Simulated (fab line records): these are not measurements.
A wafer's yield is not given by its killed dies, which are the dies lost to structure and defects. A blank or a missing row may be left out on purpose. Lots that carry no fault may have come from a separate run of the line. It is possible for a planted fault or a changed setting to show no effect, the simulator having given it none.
fab line records	flow nand-harc
[record] lots = 6	wafers = 18	last-day = 32
route steps=1302 shown A_ONON_D1@447 A_CHANNEL_HOLE_D1@450 END@1302
lots that met no fault: taken from a fault-free run of the same line
start-h: start of the lot's first displayed wafer, in hours after the record's first day	wait-h: hours elapsed since this lot's preceding step	" as in the row above	L1.1+2: a single row standing in for several wafers	- no value present, or no start provided	* or withheld: withheld	< > ~ a bound
route shown NAME@n: names a module that has steps shown in the file, with the first one's number in the route	usual: mean and standard deviation over wafers with no fault	same: alike in all rows	chamber/n: place in a boat	sites: readings site by site	_std_site: how widely they spread, as a standard deviation	_edge_site: outer sites' mean less inner sites'	radius-mm: for every site, how far away it sits from the centre of the wafer	mask NAME#n: copy n	behind: the most recent tool/chamber to have shaped the wafer	hold: what put the lot on hold/how long, in hours/how the hold closed	device: transistor that didn't switch, given as n, p or np	end of line: the tests these same wafers got at the end of their route	a step with no rows: only its recipe	killed: dies that structure and defects cost at the first sort, which is not the same as the wafer's yield	map: a wafer's dies, marking killed ones x, the rest . and places with no die _
set.NAME: the run value of the setting; set.NAME@STEP: its run value at that earlier step	model.NAME: the simulator's own value behind a step, which no gauge read
a table for each step, a row for each wafer; lots at some steps of the route
services: a tool's chamber out of use, with start hour (start-h, from the record's first day; less than 0 if before it), hours out, and reason
[[steps]]
[step NHARC_A_ONON_D1_THK_MEAS_34]
[recipe] thk-meas-gauge = ellipsometry
[usual] thk-nm = 199.3/2.5
lot.wafer	tool	chamber	start-h	wait-h	thk-nm
L692.4	film-metro-01	-	197.11	-	203.7
L692.5	"	-	"	"	200.1
L692.6	"	-	"	"	197.8
L695.1	film-metro-02	-	224.89	-	198.7
L695.4	"	-	"	"	199.6
L695.6	"	-	"	"	200.5
L707.1	film-metro-02	-	345.73	-	200.2
L707.3	"	-	"	"	199.4
L707.4	"	-	"	"	203.7
L706.2	film-metro-01	-	345.76	-	199.8
L706.3	"	-	"	"	197.2
L706.6	"	-	"	"	203.0
L708.1	film-metro-01	-	364.46	-	197.6
L708.2	"	-	"	"	200.1
L708.4	"	-	"	"	201.3
L710.4	film-metro-01	-	382.10	-	199.3
L710.5	"	-	"	"	198.7
L710.6	"	-	"	"	197.0
[step NHARC_A_ONON_D1_INSPECT_32]
[usual] raw-defect-count = 77/31
lot.wafer	tool	chamber	start-h	wait-h	raw-defect-count
L692.4	defect-inspect-01	-	197.19	0.0	64
L692.5	"	-	"	"	49
L692.6	"	-	"	"	73
L695.1	defect-inspect-02	-	224.98	0.0	50
L695.4	"	-	"	"	31
L695.6	"	-	"	"	97
L707.1	defect-inspect-01	-	345.79	0.0	81
L707.3	"	-	"	"	94
L707.4	"	-	"	"	52
L706.2	defect-inspect-02	-	345.82	0.0	89
L706.3	"	-	"	"	88
L706.6	"	-	"	"	105
L708.1	defect-inspect-02	-	364.54	0.0	39
L708.2	"	-	"	"	57
L708.4	"	-	"	"	55
L710.4	defect-inspect-02	-	382.16	0.0	109
L710.5	"	-	"	"	145
L710.6	"	-	"	"	89
[step NHARC_A_CHANNEL_HOLE_D1_DEP_00]
[recipe] target-thk-a = 31000	temp-c = 400	material = aC
[usual] throttle-valve-pct = 34.999/0.009
lot.wafer	tool	chamber	start-h	wait-h	throttle-valve-pct
L692.4	acl-dep-01	0	204.38	7.2	34.996
L692.5	"	0	"	"	35.006
L692.6	"	0	"	"	35.003
L695.1	acl-dep-03	0	225.05	0.1	34.991
L695.4	"	0	"	"	35.003
L695.6	"	0	"	"	34.992
L707.1	acl-dep-02	0	345.89	0.1	35.012
L707.3	"	0	"	"	34.993
L707.4	"	0	"	"	35.008
L706.2	acl-dep-03	0	346.21	0.4	35.002
L706.3	"	0	"	"	35.002
L706.6	"	0	"	"	35.005
L708.1	acl-dep-03	0	364.61	0.1	34.991
L708.2	"	0	"	"	34.999
L708.4	"	0	"	"	34.984
L710.4	acl-dep-02	0	384.43	2.3	34.995
L710.5	"	0	"	"	34.999
L710.6	"	0	"	"	35.002
[step NHARC_A_CHANNEL_HOLE_D1_DEP_01]
[recipe] target-thk-a = 1400	target-thk-nm = 140	temp-c = 400	pressure-torr = 3.5	flow-sccm = 200	rf-w = 350	material = SiON
[usual] heater-power-w = 732/61
lot.wafer	tool	chamber	start-h	wait-h	heater-power-w
L692.6	pecvd-04	0	205.43	0.1	652
L692.4	"	1	"	"	645
L692.5	"	2	"	"	607
L695.1	pecvd-01	2	226.96	1.6	823
L695.6	"	2	"	"	836
L695.4	"	0	"	"	807
L707.3	pecvd-01	2	347.84	1.0	806
L707.1	"	0	"	"	717
L707.4	"	1	"	"	719
L706.3	pecvd-03	2	347.87	1.0	766
L706.2	"	0	"	"	687
L706.6	"	0	"	"	698
L708.2	pecvd-04	2	366.56	1.3	670
L708.1	"	0	"	"	711
L708.4	"	1	"	"	710
L710.4	pecvd-04	2	385.51	0.8	640
L710.6	"	0	"	"	768
L710.5	"	1	"	"	706
[step NHARC_A_CHANNEL_HOLE_D1_DEHYDRATE_02]
[recipe] temp-c = 150	time-s = 120
[step NHARC_A_CHANNEL_HOLE_D1_HMDS_03]
[recipe] time-s = 30
[step NHARC_A_CHANNEL_HOLE_D1_COAT_36]
[recipe] temp-c = 260	time-s = 75
[step NHARC_A_CHANNEL_HOLE_D1_COAT_37]
[recipe] temp-c = 225	time-s = 65
[step NHARC_A_CHANNEL_HOLE_D1_COAT_04]
[recipe] spin-rpm = 1500	resist-thk-nm = 90
[step NHARC_A_CHANNEL_HOLE_D1_SOFTBAKE_05]
[recipe] temp-c = 105	time-s = 55
[step NHARC_A_CHANNEL_HOLE_D1_EBR_06]
[step NHARC_A_CHANNEL_HOLE_D1_EXPOSE_07]
[recipe] na = 1.35	target-cd-nm = 100	sigma-outer = 0.3	dose-mj = 59.65	mask-id = HOLE_D1
[usual] stage-vel-mm-s = 500.06/0.24
[same] na = 1.35
lot.wafer	tool	chamber	start-h	wait-h	mask	stage-vel-mm-s
L692.4	arfi-scanner-02	0	205.94	-	HOLE_D1#0	499.94
L692.5	"	0	"	"	HOLE_D1#0	499.68
L692.6	"	0	"	"	HOLE_D1#0	500.06
L695.1	arfi-scanner-02	0	227.69	-	HOLE_D1#0	500.39
L695.4	"	0	"	"	HOLE_D1#0	500.37
L695.6	"	0	"	"	HOLE_D1#0	500.05
L707.1	arfi-scanner-02	0	348.27	-	HOLE_D1#0	499.66
L707.3	"	0	"	"	HOLE_D1#0	499.83
L707.4	"	0	"	"	HOLE_D1#0	500.06
L706.2	arfi-scanner-01	0	348.43	-	HOLE_D1#0	499.80
L706.3	"	0	"	"	HOLE_D1#0	500.05
L706.6	"	0	"	"	HOLE_D1#0	500.02
L708.1	arfi-scanner-02	0	372.39	-	HOLE_D1#0	500.08
L708.2	"	0	"	"	HOLE_D1#0	500.02
L708.4	"	0	"	"	HOLE_D1#0	499.84
L710.4	arfi-scanner-02	0	386.02	-	HOLE_D1#0	500.51
L710.5	"	0	"	"	HOLE_D1#0	500.16
L710.6	"	0	"	"	HOLE_D1#0	500.17
[step NHARC_A_CHANNEL_HOLE_D1_PEB_08]
[recipe] peb-temp-c = 100	peb-time-s = 65
[step NHARC_A_CHANNEL_HOLE_D1_DEVELOP_09]
[recipe] develop-time-s = 35	dev-temp-c = 23
[step NHARC_A_CHANNEL_HOLE_D1_CD_MEAS_10]
[recipe] target-cd-nm = 100	landing-energy-ev = 500
[usual] cd-nm = 100.1/0.38
lot.wafer	tool	chamber	start-h	wait-h	cd-nm
L692.4	cd-sem-03	0	206.08	-	100.8
L692.5	"	0	"	"	100.3
L692.6	"	0	"	"	101.5
L695.1	cd-sem-03	0	227.83	-	99.8
L695.4	"	0	"	"	101.6
L695.6	"	0	"	"	101.0
L707.1	cd-sem-02	0	348.41	-	100.4
L707.3	"	0	"	"	100.5
L707.4	"	0	"	"	100.6
L706.2	cd-sem-01	0	348.57	-	99.7
L706.3	"	0	"	"	100.1
L706.6	"	0	"	"	99.5
L708.1	cd-sem-03	0	372.54	-	100.5
L708.2	"	0	"	"	99.9
L708.4	"	0	"	"	100.1
L710.4	cd-sem-03	0	386.16	-	100.7
L710.5	"	0	"	"	100.6
L710.6	"	0	"	"	100.8
[step NHARC_A_CHANNEL_HOLE_D1_OVL_MEAS_11]
[usual] overlay-x-nm = -0.4/0.7	overlay-y-nm = -0.2/0.92
lot.wafer	tool	chamber	start-h	wait-h	overlay-x-nm	overlay-y-nm
L692.4	overlay-02	-	206.16	-	0.0	0.3
L692.5	"	-	"	"	-0.6	0.1
L692.6	"	-	"	"	-0.2	0.1
L695.1	overlay-01	-	227.92	-	-0.3	-1.0
L695.4	"	-	"	"	-0.2	-1.4
L695.6	"	-	"	"	-0.3	-0.9
L707.1	overlay-02	-	348.50	-	-0.5	0.1
L707.3	"	-	"	"	-0.9	0.7
L707.4	"	-	"	"	0.1	0.5
L706.2	overlay-02	-	348.65	-	-1.0	-1.0
L706.3	"	-	"	"	-0.9	-0.7
L706.6	"	-	"	"	-1.1	-0.9
L708.1	overlay-02	-	372.62	-	-1.7	-0.2
L708.2	"	-	"	"	-1.0	-0.4
L708.4	"	-	"	"	-1.2	0.6
L710.4	overlay-02	-	388.08	-	-0.3	0.0
L710.5	"	-	"	"	0.2	0.5
L710.6	"	-	"	"	0.2	0.1
[step NHARC_A_CHANNEL_HOLE_D1_INSPECT_12]
[usual] raw-defect-count = 5.6/2.7
lot.wafer	tool	chamber	start-h	wait-h	raw-defect-count
L692.4	defect-inspect-01	-	206.19	0.0	3
L692.5	"	-	"	"	5
L692.6	"	-	"	"	1
L695.1	defect-inspect-01	-	227.95	0.0	5
L695.4	"	-	"	"	4
L695.6	"	-	"	"	5
L707.1	defect-inspect-02	-	348.53	0.0	7
L707.3	"	-	"	"	8
L707.4	"	-	"	"	0
L706.2	defect-inspect-01	-	348.69	0.0	8
L706.3	"	-	"	"	6
L706.6	"	-	"	"	7
L708.1	defect-inspect-01	-	372.66	0.0	4
L708.2	"	-	"	"	4
L708.4	"	-	"	"	7
L710.4	defect-inspect-02	-	388.12	0.0	6
L710.5	"	-	"	"	9
L710.6	"	-	"	"	7
[step NHARC_A_CHANNEL_HOLE_D1_DESCUM_15]
[recipe] time-s = 3	o2-flow-sccm = 200	ar-flow-sccm = 0	bias-power-w = 0	chemistry = O2
[usual] drypump-motor-current-A = 5.8/0.48	oes-product-au = 1.003/0.0082	rf-vpp-V = 57.8/0.85	showerhead-plenum-p-Torr = 1.92/0.076	throttle-valve-pct = 11.312/0.0084
lot.wafer	tool	chamber	start-h	wait-h	drypump-motor-current-A	oes-product-au	rf-hours-counter-h	rf-vpp-V	showerhead-plenum-p-Torr	throttle-valve-pct	model.A_CHANNEL_HOLE_D1.cd-nm
L692.4	rie-diel-03	3	206.27	0.1	6.1	1.015	7	57.8	1.79	11.311	100.9
L692.6	"	1	"	"	5.8	1.007	-	59.9	1.90	11.306	101.7
L692.5	"	2	"	"	6.2	1.002	-	57.6	2.04	11.322	99.89
L695.4	rie-diel-01	3	228.01	0.1	5.1	1.001	4	57.9	2.01	11.318	101.5
L695.1	"	1	"	"	5.1	0.998	3	57.3	1.78	11.312	99.78
L695.6	"	0	"	"	5.7	0.998	-	58.9	1.87	11.323	101.2
L707.3	rie-diel-07	3	348.59	0.1	5.3	1.007	23	57.4	1.95	11.306	100.6
L707.4	"	0	"	"	6.2	1.011	18	57.4	1.87	11.311	100.7
L707.1	"	1	"	"	5.7	1.003	15	58.9	1.92	11.307	100.5
L706.2	rie-diel-01	2	348.75	0.1	5.1	0.993	40	58.5	1.93	11.314	100
L706.3	"	3	"	"	5.1	1.019	42	59.9	2.00	11.317	99.85
L706.6	"	3	"	"	5.1	1.006	-	57.8	2.00	11.308	99.69
L708.1	rie-diel-07	1	372.72	0.1	5.7	1.004	20	57.3	1.92	11.303	99.91
L708.4	"	2	"	"	6.7	0.998	24	57.9	1.95	11.310	100.4
L708.2	"	3	"	"	5.3	1.002	27	58.8	1.95	11.323	99.53
L710.4	rie-diel-07	3	388.26	0.1	5.3	1.008	30	57.7	1.95	11.307	100.4
L710.6	"	3	"	"	5.4	0.995	-	57.6	1.95	11.327	100.9
L710.5	"	0	"	"	6.3	1.010	-	57.5	1.86	11.316	100.5
[step NHARC_A_CHANNEL_HOLE_D1_ETCH_38]
[recipe] target-depth-a = 390	over-etch-frac = 0.3	time-s = 65	ion-energy-ev = 80	cf4-flow-sccm = 150	ar-flow-sccm = 0	rf-w = 300	bias-w = 100	chemistry = CF4
[usual] drypump-motor-current-A = 5.8/0.48	oes-product-au = 1.004/0.0078	rf-vpp-V = 151.4/1.2	showerhead-plenum-p-Torr = 1.77/0.067	throttle-valve-pct = 13.282/0.0098
lot.wafer	tool	chamber	start-h	wait-h	drypump-motor-current-A	oes-product-au	rf-hours-counter-h	rf-vpp-V	showerhead-plenum-p-Torr	throttle-valve-pct	model.A_CHANNEL_HOLE_D1.cd-nm
L692.4	rie-diel-03	0	206.36	0.1	5.7	1.012	8	151.4	1.73	13.301	100.9
L692.6	"	1	"	"	5.8	1.011	-	151.8	1.76	13.279	101.6
L692.5	"	2	"	"	6.2	1.008	-	153.2	1.88	13.278	99.73
L695.1	rie-diel-01	2	228.10	0.1	5.1	0.999	3	151.8	1.79	13.273	99.76
L695.4	"	0	"	"	5.7	1.015	4	151.2	1.73	13.271	101.7
L695.6	"	3	"	"	5.1	0.997	-	151.7	1.85	13.290	101.4
L707.4	rie-diel-07	0	348.68	0.1	6.2	1.003	18	150.6	1.73	13.276	101
L707.3	"	1	"	"	5.7	1.010	15	150.5	1.78	13.283	100.5
L707.1	"	3	"	"	5.4	1.000	23	152.1	1.80	13.274	100.6
L706.2	rie-diel-01	1	349.84	1.1	5.1	1.002	44	151.8	1.64	13.283	99.88
L706.3	"	2	"	"	5.1	0.988	41	152.3	1.78	13.283	99.83
L706.6	"	1	"	"	5.1	1.004	-	149.4	1.64	13.255	99.43
L708.4	rie-diel-07	1	372.81	0.1	5.7	1.003	20	150.3	1.78	13.280	100.4
L708.2	"	2	"	"	6.6	1.014	24	153.1	1.80	13.282	99.54
L708.1	"	0	"	"	6.3	1.018	23	151.7	1.73	13.292	100
L710.4	rie-diel-07	0	388.42	0.2	6.3	1.006	27	150.2	1.73	13.281	100.6
L710.6	"	1	"	"	5.7	0.997	-	150.6	1.78	13.272	100.9
L710.5	"	2	"	"	6.7	1.007	-	151.0	1.80	13.282	100.5
[step NHARC_A_CHANNEL_HOLE_D1_ETCH_39]
[recipe] target-depth-a = 2600	over-etch-frac = 0.3	time-s = 325	ion-energy-ev = 200	n2-flow-sccm = 150	h2-flow-sccm = 150	ar-flow-sccm = 0	rf-w = 400	bias-w = 150	chemistry = N2/H2
[usual] drypump-motor-current-A = 5.8/0.49	oes-product-au = 1.003/0.0084	rf-vpp-V = 430.6/2.5	showerhead-plenum-p-Torr = 2.04/0.086	throttle-valve-pct = 14.173/0.0081
lot.wafer	tool	chamber	start-h	wait-h	drypump-motor-current-A	oes-product-au	rf-hours-counter-h	rf-vpp-V	showerhead-plenum-p-Torr	throttle-valve-pct
L692.4	rie-diel-03	1	-	-	5.9	1.000	4	429.1	2.03	14.171
L692.5	"	2	"	"	6.2	0.999	-	435.5	2.18	14.170
L692.6	"	3	"	"	6.1	1.008	-	426.6	1.91	14.177
L695.4	rie-diel-01	3	-	-	5.1	1.006	4	433.0	2.15	14.156
L695.1	"	0	"	"	5.7	0.996	4	429.3	1.99	14.177
L695.6	"	2	"	"	5.1	0.983	-	431.3	2.07	14.181
L707.1	rie-diel-07	2	-	-	6.7	1.007	20	431.6	2.08	14.161
L707.4	"	0	"	"	6.3	1.008	18	429.5	1.99	14.160
L707.3	"	1	"	"	5.7	1.006	15	431.2	2.05	14.179
L706.3	rie-diel-01	1	-	-	5.1	1.008	44	426.2	1.88	14.157
L706.2	"	0	"	"	5.7	0.994	46	429.1	1.98	14.169
L706.6	"	2	"	"	5.1	0.992	-	431.5	2.06	14.181
L708.4	rie-diel-07	0	-	-	6.3	1.017	23	428.8	1.99	14.177
L708.2	"	1	"	"	5.7	1.000	20	432.0	2.05	14.176
L708.1	"	2	"	"	6.7	1.021	24	432.2	2.08	14.180
L710.4	rie-diel-07	0	-	-	6.3	1.000	28	429.4	1.99	14.166
L710.5	"	2	"	"	6.7	1.015	-	431.9	2.08	14.180
L710.6	"	3	"	"	5.3	1.007	-	431.1	2.08	14.173
[step NHARC_END_SORT_01]
[recipe] temp-c = 25
[usual] killed-at-array = 50/17	killed-at-other = 0.7/1	killed-at-periphery = 3.4/2.4	killed-dies = 54/17	killed-open = 3.3/1.7	killed-short = 2.5/1.6
[same] gross-dies = 677
lot.wafer	tool	chamber	start-h	wait-h	killed-at-array	killed-at-other	killed-at-periphery	killed-dies	killed-open	killed-short
L695.1	prober-02	0	598.64	2.5	58	0	5	63	2	3
L695.4	prober-02	0	601.09	3.4	67	1	4	72	4	0
L695.6	prober-02	0	602.71	4.1	49	0	9	58	4	6
L707.1	prober-01	0	739.77	2.5	47	1	2	50	3	4
L707.3	prober-01	0	741.38	3.1	41	1	1	43	5	4
L707.4	prober-01	0	742.19	3.4	39	1	2	42	2	1
L708.1	prober-01	0	763.28	2.5	68	0	2	70	4	2
L708.2	prober-01	0	764.09	2.8	47	0	3	50	2	2
L708.4	prober-01	0	765.70	3.4	48	0	1	49	1	1
L710.4	prober-02	0	773.57	3.4	69	1	3	73	4	4
L710.5	prober-02	0	774.37	3.7	75	1	1	77	6	2
L710.6	prober-02	0	775.17	4.0	62	0	1	63	2	0
// killed by level:class
L695.1 A_SLIT:chamber-film-flake=19 A_CHANNEL_HOLE_D2:chamber-film-flake=17 A_CONTACT:chamber-film-flake=10 A_STAIRCASE:chamber-film-flake=3 A_CHANNEL_HOLE_D1:chamber-film-flake=2 A_DECK1_JOINT:chamber-film-flake=2 P_M0:geometric-particle:open=1 P_M0:geometric-particle:short=1
L695.4 A_SLIT:chamber-film-flake=24 A_CHANNEL_HOLE_D2:chamber-film-flake=18 A_CONTACT:chamber-film-flake=11 A_STAIRCASE:chamber-film-flake=6 P_CONTACT:geometric-particle:open=2 A_CHANNEL_HOLE_D1:chamber-film-flake=2 A_WL_FILL:chamber-film-flake=2 P_GATE:geometric-particle:open=1
L695.6 A_SLIT:chamber-film-flake=14 A_CHANNEL_HOLE_D2:chamber-film-flake=13 A_CONTACT:chamber-film-flake=10 A_CHANNEL_HOLE_D1:chamber-film-flake=3 P_CONTACT:geometric-particle:short=2 P_CONTACT:geometric-particle:open=2 A_BLC:geometric-particle:open=2 P_ZERO_WELL:chamber-film-flake=2
L707.1 A_CHANNEL_HOLE_D1:chamber-film-flake=21 A_CONTACT:chamber-film-flake=6 A_SLIT:chamber-film-flake=5 A_CHANNEL_FILL_D1:chamber-film-flake=3 A_WL_FILL:chamber-film-flake=2 A_M0:chamber-film-flake=2 P_CONTACT:geometric-particle:open=1 P_M0:geometric-particle:short=1
L707.3 A_CHANNEL_HOLE_D1:chamber-film-flake=18 A_CONTACT:chamber-film-flake=5 A_STAIRCASE:chamber-film-flake=3 A_SLIT:chamber-film-flake=2 A_SOURCE_PLATE:geometric-particle:open=1 A_ONON_D1:geometric-particle:short=1 A_CHANNEL_FILL_D1:geometric-particle:open=1 A_CHANNEL_FILL_D1:geometric-particle:short=1
L707.4 A_CHANNEL_HOLE_D1:chamber-film-flake=28 A_CONTACT:chamber-film-flake=3 A_SLIT:chamber-film-flake=2 A_CHANNEL_FILL_D1:chamber-film-flake=2 P_CONTACT:geometric-particle:short=1 P_M0:geometric-particle:open=1 A_ONON_D2:geometric-particle:open=1 A_CHANNEL_FILL_D2:chamber-film-flake=1
L708.1 A_SLIT:chamber-film-flake=36 A_CHANNEL_HOLE_D1:chamber-film-flake=15 A_CONTACT:chamber-film-flake=4 A_DECK1_JOINT:geometric-particle:open=2 A_CHANNEL_FILL_D2:chamber-film-flake=2 P_STI:geometric-particle:short=1 A_ONON_D1:geometric-particle:open=1 A_ONON_D2:geometric-particle:short=1
L708.2 A_SLIT:chamber-film-flake=23 A_CONTACT:chamber-film-flake=11 A_CHANNEL_HOLE_D1:chamber-film-flake=8 A_ZERO_WELL:chamber-film-flake=2 P_CONTACT:geometric-particle:open=1 P_M1:geometric-particle:short=1 A_CHANNEL_FILL_D1:geometric-particle:open=1 A_DECK1_JOINT:geometric-particle:short=1
L708.4 A_SLIT:chamber-film-flake=27 A_CONTACT:chamber-film-flake=9 A_ZERO_WELL:chamber-film-flake=4 A_CHANNEL_HOLE_D1:chamber-film-flake=3 A_STAIRCASE:chamber-film-flake=2 A_ONON_D2:geometric-particle:short=1 A_CHANNEL_HOLE_D2:geometric-particle:open=1 P_STI:chamber-film-flake=1
L710.4 A_SLIT:chamber-film-flake=22 A_CHANNEL_HOLE_D2:chamber-film-flake=18 A_CHANNEL_HOLE_D1:chamber-film-flake=13 A_CONTACT:chamber-film-flake=6 A_CHANNEL_FILL_D1:chamber-film-flake=2 P_M0:geometric-particle:open=1 P_M0:geometric-particle:short=1 A_CHANNEL_HOLE_D1:geometric-particle:short=1
L710.5 A_SLIT:chamber-film-flake=31 A_CHANNEL_HOLE_D2:chamber-film-flake=15 A_CONTACT:chamber-film-flake=9 A_CHANNEL_HOLE_D1:chamber-film-flake=8 A_STAIRCASE:chamber-film-flake=4 A_SOURCE_PLATE:geometric-particle:open=2 A_ONON_D2:geometric-particle:short=2 P_M2:geometric-particle:open=1
L710.6 A_SLIT:chamber-film-flake=29 A_CHANNEL_HOLE_D2:chamber-film-flake=20 A_CHANNEL_HOLE_D1:chamber-film-flake=9 A_CONTACT:chamber-film-flake=2 A_SOURCE_PLATE:geometric-particle:open=1 A_CHANNEL_FILL_D1:geometric-particle:open=1 P_GATE:chamber-film-flake=1
[[services]]
tool	chamber	start-h	hours	kind
rie-diel-03	1	184.17	8.3	repair
rie-diel-01	-	204.75	9.0	pm
rie-diel-07	2	207.60	7.9	repair
rie-diel-03	0	215.07	5.7	repair
pecvd-04	-	224.24	1.5	repair
pecvd-04	0	235.60	22.7	repair
pecvd-01	-	237.62	84.5	repair
pecvd-04	1	243.08	8.4	repair
acl-dep-02	-	249.60	13.0	pm
rie-diel-07	2	255.00	1.6	repair
rie-diel-03	0	258.57	36.1	repair
rie-diel-03	1	265.21	2.0	repair
pecvd-04	-	269.02	13.0	pm
acl-dep-03	-	269.77	10.0	repair
rie-diel-03	-	281.38	9.0	pm
rie-diel-07	-	294.47	9.0	pm
acl-dep-03	-	302.41	13.0	pm
rie-diel-03	0	304.74	13.8	repair
arfi-scanner-02	-	312.00	4.0	pm
rie-diel-07	-	316.59	0.5	repair
rie-diel-03	0	323.57	3.2	repair
rie-diel-03	0	333.01	3.2	repair
rie-diel-01	2	357.92	4.0	repair
rie-diel-01	-	381.75	9.0	pm
[[key]]
[first-sign] step = NHARC_A_CHANNEL_HOLE_D1_CD_MEAS_10	reading = cd-nm	direction = up	sigmas = 1.9	usual = 100.1	struck = 100.8	wafers-moved = 3	through = control-loop
effect none on later readings
[model-effect] step = NHARC_A_CHANNEL_HOLE_D1_DESCUM_15	value = A_CHANNEL_HOLE_D1.cd-nm	without = 100.2	struck = 100.8
[model-effect] step = NHARC_A_CHANNEL_HOLE_D1_ETCH_38	value = A_CHANNEL_HOLE_D1.cd-nm	without = 100.2	struck = 100.9
met-at NHARC_A_CHANNEL_HOLE_D1_EXPOSE_07
struck-wafers L692.4,L692.5,L692.6,L695.1,L695.4,L695.6
tester-left-out L692,L695
[loop-trim] step = NHARC_A_CHANNEL_HOLE_D1_EXPOSE_07	setting = dose	lots = L695
[fault] kind = process-parameter-drift	tool = arfi-scanner-02	chamber = -	onset-h = 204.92	steps = NHARC_A_CHANNEL_HOLE_D1_EXPOSE_07	channel = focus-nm	offset = 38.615	spread-by-wafer = 0.3	shape = step	end-h = 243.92
// tester-left-out: of these lots the tester's yield and bins aren't shown, on N5 and GAA mostly nor the transistor test; their killed dies are dies lost to structure and defects alone, not to doping, threshold or leakage, so they don't give the yield
// loop-trim: a control loop set the setting to another value than it would have without faults
